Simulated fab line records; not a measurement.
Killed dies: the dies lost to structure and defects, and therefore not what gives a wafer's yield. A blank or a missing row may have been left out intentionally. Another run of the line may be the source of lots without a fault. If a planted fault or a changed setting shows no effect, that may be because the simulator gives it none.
Which tool is to blame? :: flow nand-harc :: Sampling: 12 lots, 36 wafers, 5 of 1159 route steps

## WHAT THE GAUGES SHOWED, per wafer
NHARC_THIN_TSV_CD_MEAS_12 targets a cd of 1000 nm. Usual: cd-nm reads 999.9 nm (standard deviation 1.9).
lot: L763
measured: day 18 15:31
on: cd-sem-03
cd-nm (nm): 996.3 1000.7 999.8
flag: 

lot: L764
measured: day 19 04:46
on: cd-sem-02
cd-nm (nm): 999.9 999.3 1000.9
flag: 

lot: L765
measured: day 19 07:17
on: cd-sem-02
cd-nm (nm): 1002.5 1000.7 1004.9
flag: 

lot: L766
measured: day 19 09:38
on: cd-sem-02
cd-nm (nm): 998.0 1000.0 1001.5
flag: 

lot: L768
measured: day 20 14:51
on: cd-sem-01
cd-nm (nm): 998.2 997.1 1000.7
flag: 

lot: L767
measured: day 21 07:05
on: cd-sem-01
cd-nm (nm): 1003.1 1000.1 1003.6
flag: 

lot: L772
measured: day 21 17:31
on: cd-sem-03
cd-nm (nm): 998.0 996.9 994.8
flag: 

lot: L777
measured: day 22 06:10
on: cd-sem-01
cd-nm (nm): 998.3 998.7 998.8
flag: 

lot: L774
measured: day 22 17:20
on: cd-sem-01
cd-nm (nm): 1000.6 1000.4 1002.3
flag: 

lot: L782
measured: day 23 15:52
on: cd-sem-03
cd-nm (nm): 998.7 1000.2 1000.5
flag: 

lot: L781
measured: day 23 17:05
on: cd-sem-02
cd-nm (nm): 997.7 998.4 996.5
flag: 

lot: L783
measured: day 24 03:31
on: cd-sem-02
cd-nm (nm): 999.4 1000.1 996.6
flag: 

NHARC_THIN_TSV_CD_MEAS_37. Usual: cd-nm reads 5000.1 nm (standard deviation 2.5).
lot: L763
measured: day 18 23:11
on: cd-sem-03
cd-nm (nm): 5000.2 5002.5 5002.4
flag: 

lot: L764
measured: day 19 12:30
on: cd-sem-02
cd-nm (nm): 5001.3 4999.5 5002.2
flag: 

lot: L765
measured: day 19 14:43
on: cd-sem-01
cd-nm (nm): 5004.9 5000.8 5001.8
flag: 

lot: L766
measured: day 19 16:55
on: cd-sem-02
cd-nm (nm): 4998.7 5003.5 4999.0
flag: 

lot: L768
measured: day 20 22:59
on: cd-sem-02
cd-nm (nm): 5002.6 5000.5 4999.5
flag: 

lot: L767
measured: day 21 14:32
on: cd-sem-03
cd-nm (nm): 5001.1 4994.8 5003.8
flag: 

lot: L772
measured: day 22 01:08
on: cd-sem-03
cd-nm (nm): 5000.6 4998.2 4997.8
flag: 

lot: L777
measured: day 22 13:41
on: cd-sem-01
cd-nm (nm): 5004.3 5000.1 4998.5
flag: 

lot: L774
measured: day 23 01:28
on: cd-sem-02
cd-nm (nm): 5001.6 5001.9 5002.8
flag: 

lot: L782
measured: day 23 23:20
on: cd-sem-03
cd-nm (nm): 4996.4 4999.1 4999.7
flag: 

lot: L781
measured: day 24 01:01
on: cd-sem-03
cd-nm (nm): 4997.8 4998.1 4996.8
flag: 

lot: L783
measured: day 24 11:10
on: cd-sem-03
cd-nm (nm): 4996.2 4997.6 4997.6
flag: 

NHARC_END_SORT_01. Usual: defect-limited-yield 95.3 %, standard deviation 1.3; killed-at-array 28, standard deviation 9.1; killed-at-other 0.6, standard deviation 0.87; killed-at-periphery 3.4, standard deviation 2.7; killed-dies 32, standard deviation 9; killed-open 3.2, standard deviation 1.9; killed-short 2.0, standard deviation 1.3; sort_bin_2_pct 1.5 %, standard deviation 0.57; sort_bin_3_pct 0.26 %, standard deviation 0.22; sort_bin_4_pct 2.9 %, standard deviation 0.91; sort-n-pass 645, standard deviation 9; sort-rim-yield-pct 93 %, standard deviation 3.3; sort-yield-pct 95.3 %, standard deviation 1.3.
lot: L768
measured: day 21 07:46
on: prober-02
defect-limited-yield (%): 95.6 96.6 96.3
killed-at-array: 19 20 23
killed-at-other: 1 0 0
killed-at-periphery: 10 3 2
killed-dies: 30 23 25
killed-open: 4 3 4
killed-short: 1 2 2
sort_bin_2_pct (%): 1.2 1.0 1.5
sort_bin_3_pct (%): 0.30 0.15 0
sort_bin_4_pct (%): 3.0 2.2 2.2
sort-n-pass: 647 654 652
sort-rim-yield-pct (%): 94 96 96
sort-yield-pct (%): 95.6 96.6 96.3
flag: 

lot: L772
measured: day 23 15:31
on: prober-02
defect-limited-yield (%): 92.8 94.2 94.2
killed-at-array: 49 36 38
killed-at-other: 0 0 0
killed-at-periphery: 0 3 1
killed-dies: 49 39 39
killed-open: 3 7 3
killed-short: 1 1 1
sort_bin_2_pct (%): 1.8 2.1 1.3
sort_bin_3_pct (%): 0.44 0.59 0.15
sort_bin_4_pct (%): 5.0 3.1 4.3
sort-n-pass: 628 638 638
sort-rim-yield-pct (%): 88 90 92
sort-yield-pct (%): 92.8 94.2 94.2
flag: 

lot: L777
measured: day 23 22:34
on: prober-02
defect-limited-yield (%): 85.7 81.1 77.7
killed-at-array: 27 38 35
killed-at-other: 68 90 109
killed-at-periphery: 2 0 7
killed-dies: 97 128 151
killed-open: 4 1 6
killed-short: 3 0 0
sort_bin_2_pct (%): 4.9 7.4 8.7
sort_bin_3_pct (%): 5.47 5.47 5.61
sort_bin_4_pct (%): 4.0 6.1 8.0
sort-n-pass: 580 549 526
sort-rim-yield-pct (%): 80 81 88
sort-yield-pct (%): 85.7 81.1 77.7
flag: OFF

lot: L774
measured: day 24 21:59
on: prober-02
defect-limited-yield (%): 87.7 86.7 83.0
killed-at-array: 22 18 34
killed-at-other: 55 67 76
killed-at-periphery: 6 5 5
killed-dies: 83 90 115
killed-open: 7 1 2
killed-short: 4 4 5
sort_bin_2_pct (%): 3.4 4.7 5.5
sort_bin_3_pct (%): 4.43 4.87 5.61
sort_bin_4_pct (%): 4.4 3.7 5.9
sort-n-pass: 594 587 562
sort-rim-yield-pct (%): 83 83 79
sort-yield-pct (%): 87.7 86.7 83.0
flag: OFF

lot: L781
measured: day 25 21:22
on: prober-02
defect-limited-yield (%): 95.7 96.2 96.0
killed-at-array: 25 24 25
killed-at-other: 1 0 0
killed-at-periphery: 3 2 2
killed-dies: 29 26 27
killed-open: 3 1 1
killed-short: 1 3 1
sort_bin_2_pct (%): 1.6 1.3 1.6
sort_bin_3_pct (%): 0.30 0.15 0.44
sort_bin_4_pct (%): 2.4 2.4 1.9
sort-n-pass: 648 651 650
sort-rim-yield-pct (%): 91 92 91
sort-yield-pct (%): 95.7 96.2 96.0
flag: 

## WHICH TOOL RAN EACH LOT (tool, then ch and the chambers of the sampled wafers, then the start)
lot: L763
NHARC_THIN_TSV_ETCH_44: rie-diel-10 ch 0,2,3, day 18 15:49
NHARC_THIN_TSV_ETCH_15: rie-si-03 ch 0,1,2, day 18 16:21

lot: L764
NHARC_THIN_TSV_ETCH_44: rie-diel-11 ch 0,1,3, day 19 05:00
NHARC_THIN_TSV_ETCH_15: rie-si-03 ch 0,2,3, day 19 05:34

lot: L765
NHARC_THIN_TSV_ETCH_44: rie-diel-02 ch 1,2,3, day 19 07:39
NHARC_THIN_TSV_ETCH_15: rie-si-05 ch 0,1,3, day 19 08:07

lot: L766
NHARC_THIN_TSV_ETCH_44: rie-diel-02 ch 0,1,3, day 19 09:53
NHARC_THIN_TSV_ETCH_15: rie-si-04 ch 0,2,3, day 19 10:28

lot: L768
NHARC_THIN_TSV_ETCH_44: rie-diel-10 ch 0,1,2, day 20 15:13
NHARC_THIN_TSV_ETCH_15: rie-si-04 ch 1,2,3, day 20 15:40

lot: L767
NHARC_THIN_TSV_ETCH_44: rie-diel-10 ch 0,2,3, day 21 07:24
NHARC_THIN_TSV_ETCH_15: rie-si-05 ch 0,1,2, day 21 07:55

lot: L772
NHARC_THIN_TSV_ETCH_44: rie-diel-02 ch 0,1,2, day 21 18:00
NHARC_THIN_TSV_ETCH_15: rie-si-03 ch 0,1,2, day 21 18:31

lot: L777
NHARC_THIN_TSV_ETCH_44: rie-diel-11 ch 0,1, day 22 06:24
NHARC_THIN_TSV_ETCH_15: rie-si-04 ch 1,2,3, day 22 06:59

lot: L774
NHARC_THIN_TSV_ETCH_44: rie-diel-10 ch 0,1,2, day 22 17:40
NHARC_THIN_TSV_ETCH_15: rie-si-04 ch 0,1, day 22 18:16

lot: L782
NHARC_THIN_TSV_ETCH_44: rie-diel-02 ch 1,3, day 23 16:13
NHARC_THIN_TSV_ETCH_15: rie-si-03 ch 0,1, day 23 16:45

lot: L781
NHARC_THIN_TSV_ETCH_44: rie-diel-02 ch 0,2,3, day 23 17:23
NHARC_THIN_TSV_ETCH_15: rie-si-05 ch 0,1,2, day 23 17:55

lot: L783
NHARC_THIN_TSV_ETCH_44: rie-diel-11 ch 0,1,3, day 24 03:45
NHARC_THIN_TSV_ETCH_15: rie-si-03 ch 0,1,2, day 24 04:19
- NHARC_THIN_TSV_ETCH_44: etches the open film in CF4/O2, target depth 1594.2 nm, time 797.1 s.
- NHARC_THIN_TSV_ETCH_15: target depth 3000 nm, bosch target overetch cycles 2, bosch etch step 2.8 s.

## WHAT THE TOOLS THEMSELVES READ (means of the sampled wafers that have a number; where no wafer has one, the mark that the record gives instead)
NHARC_THIN_TSV_ETCH_44. Usual: drypump-motor-current-A 5.6 A, standard deviation 0.48; oes-product-au 0.997 a.u., standard deviation 0.01; rf-vpp-V 795 V, standard deviation 3.3; showerhead-plenum-p-Torr 1.84 Torr, standard deviation 0.051; throttle-valve-pct 16.916 %, standard deviation 0.0094.
lot: L763
tool: rie-diel-10
drypump-motor-current-A (A): 5.9
oes-product-au (a.u.): 0.998
rf-vpp-V (V): 795
showerhead-plenum-p-Torr (Torr): 1.83
throttle-valve-pct (%): 16.919
flag: 

lot: L764
tool: rie-diel-11
drypump-motor-current-A (A): 5.5
oes-product-au (a.u.): 0.996
rf-vpp-V (V): 791
showerhead-plenum-p-Torr (Torr): 1.79
throttle-valve-pct (%): 16.914
flag: 

lot: L765
tool: rie-diel-02
drypump-motor-current-A (A): 5.7
oes-product-au (a.u.): 0.995
rf-vpp-V (V): 796
showerhead-plenum-p-Torr (Torr): 1.86
throttle-valve-pct (%): 16.913
flag: 

lot: L766
tool: rie-diel-02
drypump-motor-current-A (A): 5.9
oes-product-au (a.u.): 0.993
rf-vpp-V (V): 798
showerhead-plenum-p-Torr (Torr): 1.89
throttle-valve-pct (%): 16.905
flag: 

lot: L768
tool: rie-diel-10
drypump-motor-current-A (A): 5.8
oes-product-au (a.u.): 0.996
rf-vpp-V (V): 792
showerhead-plenum-p-Torr (Torr): 1.81
throttle-valve-pct (%): 16.914
flag: 

lot: L767
tool: rie-diel-10
drypump-motor-current-A (A): 5.9
oes-product-au (a.u.): 0.998
rf-vpp-V (V): 794
showerhead-plenum-p-Torr (Torr): 1.83
throttle-valve-pct (%): 16.910
flag: 

lot: L772
tool: rie-diel-02
drypump-motor-current-A (A): 5.9
oes-product-au (a.u.): 0.988
rf-vpp-V (V): 798
showerhead-plenum-p-Torr (Torr): 1.88
throttle-valve-pct (%): 16.921
flag: 

lot: L777
tool: rie-diel-11
drypump-motor-current-A (A): 5.6
oes-product-au (a.u.): 0.984
rf-vpp-V (V): 791
showerhead-plenum-p-Torr (Torr): 1.79
throttle-valve-pct (%): 16.924
flag: 

lot: L774
tool: rie-diel-10
drypump-motor-current-A (A): 5.8
oes-product-au (a.u.): 0.999
rf-vpp-V (V): 793
showerhead-plenum-p-Torr (Torr): 1.81
throttle-valve-pct (%): 16.920
flag: 

lot: L782
tool: rie-diel-02
drypump-motor-current-A (A): 5.8
oes-product-au (a.u.): 0.995
rf-vpp-V (V): 796
showerhead-plenum-p-Torr (Torr): 1.87
throttle-valve-pct (%): 16.908
flag: 

lot: L781
tool: rie-diel-02
drypump-motor-current-A (A): 5.6
oes-product-au (a.u.): 0.995
rf-vpp-V (V): 797
showerhead-plenum-p-Torr (Torr): 1.89
throttle-valve-pct (%): 16.905
flag: 

lot: L783
tool: rie-diel-11
drypump-motor-current-A (A): 5.5
oes-product-au (a.u.): 0.994
rf-vpp-V (V): 793
showerhead-plenum-p-Torr (Torr): 1.79
throttle-valve-pct (%): 16.916
flag: 

NHARC_THIN_TSV_ETCH_15. Usual: drypump-motor-current-A reads 5.5 A (standard deviation 0.34).
lot: L763
tool: rie-si-03
drypump-motor-current-A (A): 5.6
flag: 

lot: L764
tool: rie-si-03
drypump-motor-current-A (A): 5.6
flag: 

lot: L765
tool: rie-si-05
drypump-motor-current-A (A): 5.4
flag: 

lot: L766
tool: rie-si-04
drypump-motor-current-A (A): 5.5
flag: 

lot: L768
tool: rie-si-04
drypump-motor-current-A (A): 5.3
flag: 

lot: L767
tool: rie-si-05
drypump-motor-current-A (A): 5.7
flag: 

lot: L772
tool: rie-si-03
drypump-motor-current-A (A): 5.6
flag: 

lot: L777
tool: rie-si-04
drypump-motor-current-A (A): 5.3
flag: 

lot: L774
tool: rie-si-04
drypump-motor-current-A (A): 5.6
flag: 

lot: L782
tool: rie-si-03
drypump-motor-current-A (A): 5.8
flag: 

lot: L781
tool: rie-si-05
drypump-motor-current-A (A): 5.7
flag: 

lot: L783
tool: rie-si-03
drypump-motor-current-A (A): 5.6
flag: 

## THE ANSWER, worked out from the rows above alone
Rule: a lot is off if the mean of its wafers that have a number lies more than 3 standard deviations from the usual mean. Also off: a lot with no number at a reading for which 4 or more lots have one. All remaining lots with rows at the step are treated as sound. The gauges are gone through in route order, then the tools' own readings, and for those a lot's mean is taken as printed above. At the first step where some lot is off, the reading lying furthest off is the one used; lots without a number count as furthest.
Off at NHARC_END_SORT_01 (killed-at-other): L777, L774. Neither off nor sound, because the step has no rows for them: L763, L764, L765, L766, L767, L782, L783.
A tool fits if, at a process step before that reading, it ran every lot that is off, and no sound lot after the first of them. Gauges at NHARC_END_SORT_01: tried the same way as those tools. One fits: rie-si-04 at NHARC_THIN_TSV_ETCH_15. A fault onset in the window from L768 (day 20 15:40, its last sound lot) to L777 (day 22 06:59, its first lot off) fits.

## WHAT WAS PUT IN BY THE SIMULATOR
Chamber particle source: rie-si-04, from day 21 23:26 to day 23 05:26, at NHARC_THIN_TSV_ETCH_15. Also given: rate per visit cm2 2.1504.
Struck lots among those shown: L777, L774. The same result came from the rule above.
